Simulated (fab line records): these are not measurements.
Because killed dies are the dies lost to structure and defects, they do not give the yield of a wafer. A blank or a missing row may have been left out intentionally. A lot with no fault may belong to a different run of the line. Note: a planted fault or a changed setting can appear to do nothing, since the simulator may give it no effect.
Chamber matching | flow nand-harc | rie-diel-12 running NHARC_A_CONTACT_ETCH_110: 4 sister chambers
The step etches the open film in CF4/O2, target depth 60 nm, overetch 6 nm, time 33 s. 4 wafers are shown with their chamber, then 12 later ones without.

WAFERS, EACH WITH ITS CHAMBER
wafer  | chamber | drypump-motor-current-A (A)
L091.4 | 2       | 5.6
L092.2 | 0       | 6.0
L092.3 | 3       | 6.6
L092.4 | 1       | 5.7

WAFERS WHOSE CHAMBER IS MISSING
wafer  | drypump-motor-current-A (A)
L094.1 | 5.6
L094.5 | 6.1
L094.6 | 5.7
L095.1 | 5.6
L095.4 | 5.7
L095.6 | 5.6
L096.1 | 6.6
L096.5 | 5.6
L096.6 | 6.1
L097.2 | 5.6
L097.4 | 6.1
L097.6 | 5.6

WHICH CHAMBER EACH ONE RAN IN
wafer  | from the rows above | in truth
L094.1 | 2                   | 2
L094.5 | 0                   | 0
L094.6 | 1                   | 1
L095.1 | 2                   | 2
L095.4 | 1                   | 1
L095.6 | 2                   | 2
L096.1 | 3                   | 3
L096.5 | 2                   | 2
L096.6 | 0                   | 0
L097.2 | 2                   | 2
L097.4 | 0                   | 0
L097.6 | 2                   | 2
Correct placement for 12 of the 12. Number that these rows cannot place: 0. Wrongly placed: 0.
How it was worked out, from the rows above alone: a wafer's distance from a chamber is the root of the sum, over the readings, of the square of ((its reading less the chamber's mean) divided by the reading's scatter). If the next closest chamber is less than 2 further off than the closest, the wafer can't be placed; otherwise it belongs to the closest. A chamber's mean is the mean of its shown wafers. The scatter: with one shown wafer a chamber, the root of the mean of the squares of how far each hidden wafer lies from its nearest shown one.
